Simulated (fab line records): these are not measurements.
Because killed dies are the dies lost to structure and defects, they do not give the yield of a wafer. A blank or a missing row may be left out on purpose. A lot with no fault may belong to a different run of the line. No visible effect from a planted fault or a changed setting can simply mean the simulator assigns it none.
The tool behind it: which one? :: flow n5 finfet :: 24 wafers from 8 lots sampled at 6 of the route's 1938 steps

## WHAT THE GAUGES READ, wafer by wafer
N5_BEOL_M0_SAQP_INSPECT_16: inspects for defects (brightfield). Usual: raw defect count at 443, with a standard deviation of 120.
lot: L680
measured: day 6 19:23
on: defect inspect-02
raw defect count: 417 365 430
flag: 

lot: L685
measured: day 8 01:45
on: defect inspect-01
raw defect count: 331 353 308
flag: 

lot: L686
measured: day 8 05:06
on: defect inspect-01
raw defect count: 414 660 812
flag: 

lot: L688
measured: day 8 18:03
on: defect inspect-02
raw defect count: 605 592 755
flag: 

lot: L691
measured: day 9 11:44
on: defect inspect-01
raw defect count: 549 484 396
flag: 

lot: L693
measured: day 10 01:08
on: defect inspect-01
raw defect count: 301 617 545
flag: 

lot: L696
measured: day 10 13:57
on: defect inspect-01
raw defect count: 405 331 464
flag: 

lot: L697
measured: day 11 01:20
on: defect inspect-01
raw defect count: 409 473 344
flag: 

N5_BEOL_M4_RC_MEAS_101. Usual: DIBL_N 36.3 mV/V, standard deviation 1.8; DIBL_P 36.5 mV/V, standard deviation 2.1; IOFF_N 0.16 nA/um, standard deviation 0.031; IOFF_P 0.22 nA/um, standard deviation 0.038; ION_N 677 uA/um, standard deviation 12; ION_P 466 uA/um, standard deviation 7.8; SS_N 71.5 mV/dec, standard deviation 0.61; SS_P 73.2 mV/dec, standard deviation 0.7; VT_N 249 mV, standard deviation 3; VT_P -248.9 mV, standard deviation 3.
lot: L680
measured: day 10 15:43
on: prober-01
DIBL_N (mV/V): 38.0 38.9 37.6
DIBL_P (mV/V): 38.8 39.3 37.4
IOFF_N (nA/um): 0.20 0.21 0.17
IOFF_P (nA/um): 0.24 0.25 0.22
ION_N (uA/um): 697 705 679
ION_P (uA/um): 470 468 458
SS_N (mV/dec): 72.1 71.5 71.4
SS_P (mV/dec): 74.1 74.0 74.1
VT_N (mV): 246 246 249
VT_P (mV): -249.7 -250.0 -252.2
flag: 

lot: L685
measured: day 10 20:47
on: prober-01
DIBL_N (mV/V): 39.5 37.6 40.1
DIBL_P (mV/V): 38.0 36.5 38.6
IOFF_N (nA/um): 0.17 0.16 0.18
IOFF_P (nA/um): 0.22 0.22 0.23
ION_N (uA/um): 673 673 686
ION_P (uA/um): 458 468 466
SS_N (mV/dec): 72.5 71.8 72.8
SS_P (mV/dec): 74.0 72.9 74.0
VT_N (mV): 249 250 250
VT_P (mV): -249.8 -250.6 -247.5
flag: 

lot: L686
measured: day 11 08:43
on: prober-02
DIBL_N (mV/V): 35.6 35.2 36.9
DIBL_P (mV/V): 34.6 34.5 36.5
IOFF_N (nA/um): 0.15 0.15 0.18
IOFF_P (nA/um): 0.21 0.21 0.25
ION_N (uA/um): 664 675 675
ION_P (uA/um): 460 466 463
SS_N (mV/dec): 70.8 70.6 71.5
SS_P (mV/dec): 72.6 73.3 73.8
VT_N (mV): 251 250 248
VT_P (mV): -247.7 -248.2 -245.0
flag: 

lot: L688
measured: day 11 23:54
on: prober-01
DIBL_N (mV/V): 37.1 38.7 38.9
DIBL_P (mV/V): 35.6 37.7 38.3
IOFF_N (nA/um): 0.15 0.19 0.18
IOFF_P (nA/um): 0.21 0.25 0.27
ION_N (uA/um): 672 687 679
ION_P (uA/um): 465 471 467
SS_N (mV/dec): 72.3 72.5 72.9
SS_P (mV/dec): 73.7 73.8 73.5
VT_N (mV): 253 250 250
VT_P (mV): -248.6 -247.8 -247.4
flag: 

lot: L691
measured: day 12 03:20
on: prober-01
DIBL_N (mV/V): 36.0 35.6 37.9
DIBL_P (mV/V): 35.1 34.4 37.3
IOFF_N (nA/um): 0.14 0.13 0.18
IOFF_P (nA/um): 0.21 0.20 0.24
ION_N (uA/um): 665 664 685
ION_P (uA/um): 461 459 462
SS_N (mV/dec): 70.5 71.0 71.1
SS_P (mV/dec): 71.8 72.4 73.0
VT_N (mV): 251 253 249
VT_P (mV): -251.0 -252.6 -247.0
flag: 

lot: L693
measured: day 12 17:35
on: prober-02
DIBL_N (mV/V): 34.9 37.3 34.2
DIBL_P (mV/V): 35.1 38.4 34.0
IOFF_N (nA/um): 0.15 0.20 0.14
IOFF_P (nA/um): 0.21 0.25 0.18
ION_N (uA/um): 681 686 664
ION_P (uA/um): 469 470 462
SS_N (mV/dec): 71.1 71.6 71.3
SS_P (mV/dec): 72.8 73.8 72.1
VT_N (mV): 247 247 251
VT_P (mV): -249.8 -248.2 -254.4
flag: 

lot: L696
measured: day 13 19:41
on: prober-02
DIBL_N (mV/V): 32.2 32.5 33.8
DIBL_P (mV/V): 32.2 32.5 33.8
IOFF_N (nA/um): 0.10 0.11 0.12
IOFF_P (nA/um): 0.15 0.15 0.17
ION_N (uA/um): 641 671 650
ION_P (uA/um): 449 462 453
SS_N (mV/dec): 70.8 70.4 70.7
SS_P (mV/dec): 72.1 72.4 72.5
VT_N (mV): 256 255 253
VT_P (mV): -254.0 -252.8 -252.0
flag: 

lot: L697
measured: day 14 04:28
on: prober-01
DIBL_N (mV/V): 36.1 36.2 36.2
DIBL_P (mV/V): 36.8 36.5 37.3
IOFF_N (nA/um): 0.17 0.16 0.16
IOFF_P (nA/um): 0.23 0.23 0.25
ION_N (uA/um): 682 682 683
ION_P (uA/um): 469 475 467
SS_N (mV/dec): 71.8 71.7 71.4
SS_P (mV/dec): 73.2 72.9 73.1
VT_N (mV): 248 248 249
VT_P (mV): -249.1 -246.7 -244.5
flag: 

## EACH LOT AND THE TOOL THAT RAN IT (in order: tool; ch and the chambers of the sampled wafers; start)
lot: L680
N5_BEOL_M0_SAQP_HM_OPEN_112: rie diel-06 ch 0,1,3, day 6 19:56
N5_BEOL_M0_SAQP_MANDREL_ETCH_103: rie si-02 ch 0,2,3, day 6 21:37
N5_BEOL_M0_SAQP_ETCH_106: rie diel-03 ch 0,1, day 6 22:09
N5_BEOL_M0_ETCH_138: rie diel-02 ch 0,1,3, day 7 01:35

lot: L685
N5_BEOL_M0_SAQP_HM_OPEN_112: rie diel-06 ch 1,2, day 8 01:59
N5_BEOL_M0_SAQP_MANDREL_ETCH_103: rie si-02 ch 0,2, day 8 04:50
N5_BEOL_M0_SAQP_ETCH_106: rie diel-04 ch 0,1,3, day 8 05:22
N5_BEOL_M0_ETCH_138: rie diel-02 ch 0,2,3, day 8 08:33

lot: L686
N5_BEOL_M0_SAQP_HM_OPEN_112: rie diel-03 ch 0,1,2, day 8 05:24
N5_BEOL_M0_SAQP_MANDREL_ETCH_103: rie si-02 ch 1,3, day 8 07:17
N5_BEOL_M0_SAQP_ETCH_106: rie diel-06 ch 1,3, day 8 07:49
N5_BEOL_M0_ETCH_138: rie diel-05 ch 0,1, day 8 11:34

lot: L688
N5_BEOL_M0_SAQP_HM_OPEN_112: rie diel-06 ch 0,1,3, day 8 18:23
N5_BEOL_M0_SAQP_MANDREL_ETCH_103: rie si-02 ch 0,3, day 8 22:08
N5_BEOL_M0_SAQP_ETCH_106: rie diel-06 ch 0,1,2, day 8 22:42
N5_BEOL_M0_ETCH_138: rie diel-01 ch 1,2, day 9 02:52

lot: L691
N5_BEOL_M0_SAQP_HM_OPEN_112: rie diel-04 ch 0,2,3, day 9 12:14
N5_BEOL_M0_SAQP_MANDREL_ETCH_103: rie si-04 ch 2,3, day 9 14:50
N5_BEOL_M0_SAQP_ETCH_106: rie diel-03 ch 2,3, day 9 15:22
N5_BEOL_M0_ETCH_138: rie diel-02 ch 1,2,3, day 9 19:15

lot: L693
N5_BEOL_M0_SAQP_HM_OPEN_112: rie diel-04 ch 0,2,3, day 10 01:23
N5_BEOL_M0_SAQP_MANDREL_ETCH_103: rie si-04 ch 0,1, day 10 03:23
N5_BEOL_M0_SAQP_ETCH_106: rie diel-06 ch 1,2,3, day 10 03:57
N5_BEOL_M0_ETCH_138: rie diel-02 ch 1,2,3, day 10 07:06

lot: L696
N5_BEOL_M0_SAQP_HM_OPEN_112: rie diel-03 ch 2,3, day 10 14:26
N5_BEOL_M0_SAQP_MANDREL_ETCH_103: rie si-05 ch 0,3, day 10 16:07
N5_BEOL_M0_SAQP_ETCH_106: rie diel-03 ch 1,3, day 10 16:39
N5_BEOL_M0_ETCH_138: rie diel-01 ch 1,3, day 10 20:19

lot: L697
N5_BEOL_M0_SAQP_HM_OPEN_112: rie diel-04 ch 1,3, day 11 01:34
N5_BEOL_M0_SAQP_MANDREL_ETCH_103: rie si-04 ch 0,1,2, day 11 03:07
N5_BEOL_M0_SAQP_ETCH_106: rie diel-03 ch 1,2,3, day 11 03:38
N5_BEOL_M0_ETCH_138: rie diel-02 ch 1,2,3, day 11 07:47
- N5_BEOL_M0_SAQP_HM_OPEN_112: chemistry CHF3/O2, target SiO2, stops on a-Si, target depth 12 nm, time 13.5 s.
- N5_BEOL_M0_SAQP_MANDREL_ETCH_103: etches a-Si in HBr/Cl2, stops on SiCN, target depth 45 nm, bt time 10 s, time 27 s.
- N5_BEOL_M0_SAQP_ETCH_106: etches SOC in N2/H2, stops on SiNx, target depth 150 nm.
- N5_BEOL_M0_ETCH_138: etches SiCN in CH3F/O2, target depth 12 nm, time 31.6 s.

## WHAT THE TOOLS THEMSELVES READ (means of the sampled wafers that have a number; where no wafer has one, the mark that the record gives instead)
N5_BEOL_M0_SAQP_HM_OPEN_112. Usual: bias w 170.1 W, standard deviation 0.53; drypump motor current A 5.9 A, standard deviation 0.38; oes_o_777_au 0.75 a.u., standard deviation 0.072; oes product au 0.49 a.u., standard deviation 0.043; rf fwd power W 644.5 W, standard deviation 2; rf vpp V 523 V, standard deviation 7.5; showerhead plenum p Torr 2.44 Torr, standard deviation 0.065; throttle valve pct 18.92 %, standard deviation 0.26.
lot: L680
tool: rie diel-06
bias w (W): 170.4
drypump motor current A (A): 5.6
oes_o_777_au (a.u.): 0.73
oes product au (a.u.): 0.48
rf fwd power W (W): 645.4
rf vpp V (V): 518
showerhead plenum p Torr (Torr): 2.38
throttle valve pct (%): 19.12
flag: 

lot: L685
tool: rie diel-06
bias w (W): 169.8
drypump motor current A (A): 5.4
oes_o_777_au (a.u.): 0.80
oes product au (a.u.): 0.52
rf fwd power W (W): 645.0
rf vpp V (V): 518
showerhead plenum p Torr (Torr): 2.37
throttle valve pct (%): 18.81
flag: 

lot: L686
tool: rie diel-03
bias w (W): 170.6
drypump motor current A (A): 5.9
oes_o_777_au (a.u.): 0.74
oes product au (a.u.): 0.49
rf fwd power W (W): 644.5
rf vpp V (V): 523
showerhead plenum p Torr (Torr): 2.44
throttle valve pct (%): 18.95
flag: 

lot: L688
tool: rie diel-06
bias w (W): 169.5
drypump motor current A (A): 5.6
oes_o_777_au (a.u.): 0.72
oes product au (a.u.): 0.48
rf fwd power W (W): 644.9
rf vpp V (V): 517
showerhead plenum p Torr (Torr): 2.37
throttle valve pct (%): 19.13
flag: 

lot: L691
tool: rie diel-04
bias w (W): 170.3
drypump motor current A (A): 5.9
oes_o_777_au (a.u.): 0.75
oes product au (a.u.): 0.49
rf fwd power W (W): 644.5
rf vpp V (V): 528
showerhead plenum p Torr (Torr): 2.46
throttle valve pct (%): 18.90
flag: 

lot: L693
tool: rie diel-04
bias w (W): 170.1
drypump motor current A (A): 5.9
oes_o_777_au (a.u.): 0.75
oes product au (a.u.): 0.49
rf fwd power W (W): 643.5
rf vpp V (V): 529
showerhead plenum p Torr (Torr): 2.46
throttle valve pct (%): 18.90
flag: 

lot: L696
tool: rie diel-03
bias w (W): 169.8
drypump motor current A (A): 5.9
oes_o_777_au (a.u.): 0.86
oes product au (a.u.): 0.54
rf fwd power W (W): 646.8
rf vpp V (V): 524
showerhead plenum p Torr (Torr): 2.39
throttle valve pct (%): 18.62
flag: 

lot: L697
tool: rie diel-04
bias w (W): 170.3
drypump motor current A (A): 6.0
oes_o_777_au (a.u.): 0.72
oes product au (a.u.): 0.48
rf fwd power W (W): 646.6
rf vpp V (V): 522
showerhead plenum p Torr (Torr): 2.51
throttle valve pct (%): 19.04
flag: 

N5_BEOL_M0_SAQP_MANDREL_ETCH_103. Usual: bias w 75.01 W, standard deviation 0.2; drypump motor current A 5.7 A, standard deviation 0.4; oes product au 0.678 a.u., standard deviation 0.011; rf fwd power W 794.2 W, standard deviation 2.8; throttle valve pct 35.51 %, standard deviation 0.26.
lot: L680
tool: rie si-02
bias w (W): 75.02
drypump motor current A (A): 5.9
oes product au (a.u.): 0.676
rf fwd power W (W): 796.5
throttle valve pct (%): 35.43
flag: 

lot: L685
tool: rie si-02
bias w (W): 75.08
drypump motor current A (A): 5.7
oes product au (a.u.): 0.683
rf fwd power W (W): 799.2
throttle valve pct (%): 35.16
flag: 

lot: L686
tool: rie si-02
bias w (W): 75.21
drypump motor current A (A): 5.9
oes product au (a.u.): 0.580
rf fwd power W (W): 796.4
throttle valve pct (%): 35.80
flag: OFF

lot: L688
tool: rie si-02
bias w (W): 75.02
drypump motor current A (A): 6.1
oes product au (a.u.): 0.585
rf fwd power W (W): 794.7
throttle valve pct (%): 35.70
flag: OFF

lot: L691
tool: rie si-04
bias w (W): 74.98
drypump motor current A (A): 5.9
oes product au (a.u.): 0.691
rf fwd power W (W): 793.1
throttle valve pct (%): 35.47
flag: 

lot: L693
tool: rie si-04
bias w (W): 75.00
drypump motor current A (A): 5.1
oes product au (a.u.): 0.679
rf fwd power W (W): 796.4
throttle valve pct (%): 35.40
flag: 

lot: L696
tool: rie si-05
bias w (W): 75.01
drypump motor current A (A): 5.8
oes product au (a.u.): 0.667
rf fwd power W (W): 794.5
throttle valve pct (%): 35.46
flag: 

lot: L697
tool: rie si-04
bias w (W): 75.15
drypump motor current A (A): 5.3
oes product au (a.u.): 0.682
rf fwd power W (W): 793.4
throttle valve pct (%): 35.60
flag: 

N5_BEOL_M0_SAQP_ETCH_106. Usual: bias w is 61.05 W with standard deviation 0.19, drypump motor current A is 5.9 A with standard deviation 0.39, oes product au is 0.75 a.u. with standard deviation 0.075, rf fwd power W is 844.0 W with standard deviation 3, rf vpp V is 240.9 V with standard deviation 1.3, showerhead plenum p Torr is 2.57 Torr with standard deviation 0.075, and throttle valve pct is 17.87 % with standard deviation 0.29.
lot: L680
tool: rie diel-03
bias w (W): 61.11
drypump motor current A (A): 6.1
oes product au (a.u.): 0.70
rf fwd power W (W): 843.7
rf vpp V (V): 241.3
showerhead plenum p Torr (Torr): 2.63
throttle valve pct (%): 18.13
flag: 

lot: L685
tool: rie diel-04
bias w (W): 61.07
drypump motor current A (A): 5.9
oes product au (a.u.): 0.77
rf fwd power W (W): 847.1
rf vpp V (V): 241.4
showerhead plenum p Torr (Torr): 2.62
throttle valve pct (%): 17.75
flag: 

lot: L686
tool: rie diel-06
bias w (W): 61.18
drypump motor current A (A): 5.5
oes product au (a.u.): 0.72
rf fwd power W (W): 845.8
rf vpp V (V): 240.0
showerhead plenum p Torr (Torr): 2.51
throttle valve pct (%): 18.01
flag: 

lot: L688
tool: rie diel-06
bias w (W): 60.90
drypump motor current A (A): 5.4
oes product au (a.u.): 0.75
rf fwd power W (W): 845.7
rf vpp V (V): 239.9
showerhead plenum p Torr (Torr): 2.51
throttle valve pct (%): 17.94
flag: 

lot: L691
tool: rie diel-03
bias w (W): 61.22
drypump motor current A (A): 5.9
oes product au (a.u.): 0.85
rf fwd power W (W): 845.9
rf vpp V (V): 240.6
showerhead plenum p Torr (Torr): 2.51
throttle valve pct (%): 17.48
flag: 

lot: L693
tool: rie diel-06
bias w (W): 61.02
drypump motor current A (A): 5.6
oes product au (a.u.): 0.74
rf fwd power W (W): 847.0
rf vpp V (V): 239.3
showerhead plenum p Torr (Torr): 2.47
throttle valve pct (%): 17.95
flag: 

lot: L696
tool: rie diel-03
bias w (W): 61.07
drypump motor current A (A): 6.1
oes product au (a.u.): 0.82
rf fwd power W (W): 839.5
rf vpp V (V): 241.9
showerhead plenum p Torr (Torr): 2.61
throttle valve pct (%): 17.57
flag: 

lot: L697
tool: rie diel-03
bias w (W): 61.13
drypump motor current A (A): 5.9
oes product au (a.u.): 0.78
rf fwd power W (W): 842.6
rf vpp V (V): 240.6
showerhead plenum p Torr (Torr): 2.56
throttle valve pct (%): 17.65
flag: 

N5_BEOL_M0_ETCH_138. Usual: bias w 74.99 W, standard deviation 0.21; drypump motor current A 5.9 A, standard deviation 0.56; etch rf on time s 29.1 s, standard deviation 0.82; oes product au 0.68 a.u., standard deviation 0.076; rf fwd power W 386.4 W, standard deviation 1.8; rf vpp V 298.0 V, standard deviation 1.7; showerhead plenum p Torr 2.04 Torr, standard deviation 0.077; throttle valve pct 16.22 %, standard deviation 0.2.
lot: L680
tool: rie diel-02
bias w (W): 74.89
drypump motor current A (A): 6.2
etch rf on time s (s): 28.5
oes product au (a.u.): 0.74
rf fwd power W (W): 386.5
rf vpp V (V): 298.9
showerhead plenum p Torr (Torr): 2.11
throttle valve pct (%): 16.09
flag: 

lot: L685
tool: rie diel-02
bias w (W): 74.99
drypump motor current A (A): 6.0
etch rf on time s (s): 29.0
oes product au (a.u.): 0.69
rf fwd power W (W): 386.8
rf vpp V (V): 299.0
showerhead plenum p Torr (Torr): 2.07
throttle valve pct (%): 16.20
flag: 

lot: L686
tool: rie diel-05
bias w (W): 74.80
drypump motor current A (A): 5.9
etch rf on time s (s): 22.9
oes product au (a.u.): 0.60
rf fwd power W (W): 386.4
rf vpp V (V): 297.7
showerhead plenum p Torr (Torr): 2.03
throttle valve pct (%): 16.45
flag: OFF

lot: L688
tool: rie diel-01
bias w (W): 74.90
drypump motor current A (A): 5.7
etch rf on time s (s): 23.2
oes product au (a.u.): 0.66
rf fwd power W (W): 385.2
rf vpp V (V): 297.6
showerhead plenum p Torr (Torr): 2.04
throttle valve pct (%): 16.29
flag: OFF

lot: L691
tool: rie diel-02
bias w (W): 75.07
drypump motor current A (A): 6.1
etch rf on time s (s): 29.6
oes product au (a.u.): 0.74
rf fwd power W (W): 388.0
rf vpp V (V): 298.3
showerhead plenum p Torr (Torr): 2.08
throttle valve pct (%): 16.18
flag: 

lot: L693
tool: rie diel-02
bias w (W): 75.02
drypump motor current A (A): 6.1
etch rf on time s (s): 29.1
oes product au (a.u.): 0.74
rf fwd power W (W): 387.0
rf vpp V (V): 298.5
showerhead plenum p Torr (Torr): 2.08
throttle valve pct (%): 16.19
flag: 

lot: L696
tool: rie diel-01
bias w (W): 74.95
drypump motor current A (A): 5.4
etch rf on time s (s): 28.2
oes product au (a.u.): 0.70
rf fwd power W (W): 384.8
rf vpp V (V): 298.1
showerhead plenum p Torr (Torr): 2.01
throttle valve pct (%): 16.18
flag: 

lot: L697
tool: rie diel-02
bias w (W): 75.18
drypump motor current A (A): 6.0
etch rf on time s (s): 29.4
oes product au (a.u.): 0.72
rf fwd power W (W): 387.2
rf vpp V (V): 298.5
showerhead plenum p Torr (Torr): 2.08
throttle valve pct (%): 16.20
flag: 

## THE ANSWER, worked out from the rows above alone
Rule: a lot counts as off when the mean over its wafers that have a number is more than 3 standard deviations away from the usual mean. Also off: a lot with no number at a reading for which 4 or more lots have one. Where the step has rows for the other lots, those lots are counted as sound. First the gauges in route order, then the tools' own readings, where a lot's mean is used as printed above. At the first step where some lot is off, the reading lying furthest off is the one used; lots without a number count as furthest.
Off: L686, L688, at N5_BEOL_M0_SAQP_MANDREL_ETCH_103 (oes product au).
If a tool, at that step or one of the process steps before it, ran each lot that is off and ran no sound lot following the first of them, it fits. One fits: rie si-02 at N5_BEOL_M0_SAQP_MANDREL_ETCH_103. A fault onset in the window from L685 (day 8 04:50, its last sound lot) to L686 (day 8 07:17, its first lot off) fits.
On the lots that are off, the tool's own readings at N5_BEOL_M0_SAQP_MANDREL_ETCH_103 differ by more than 5 times the standard deviation of the sound lots' means, which bears it out; oes product au reads 0.583 a.u. there versus 0.680 a.u. on the sound lots.

## WHAT HAD BEEN PUT IN BY THE SIMULATOR
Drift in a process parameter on rie si-02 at N5_BEOL_M0_SAQP_MANDREL_ETCH_103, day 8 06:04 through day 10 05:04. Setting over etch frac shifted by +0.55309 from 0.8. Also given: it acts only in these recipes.
Shown lots that were struck: L686, L688. The same result came from the rule above.
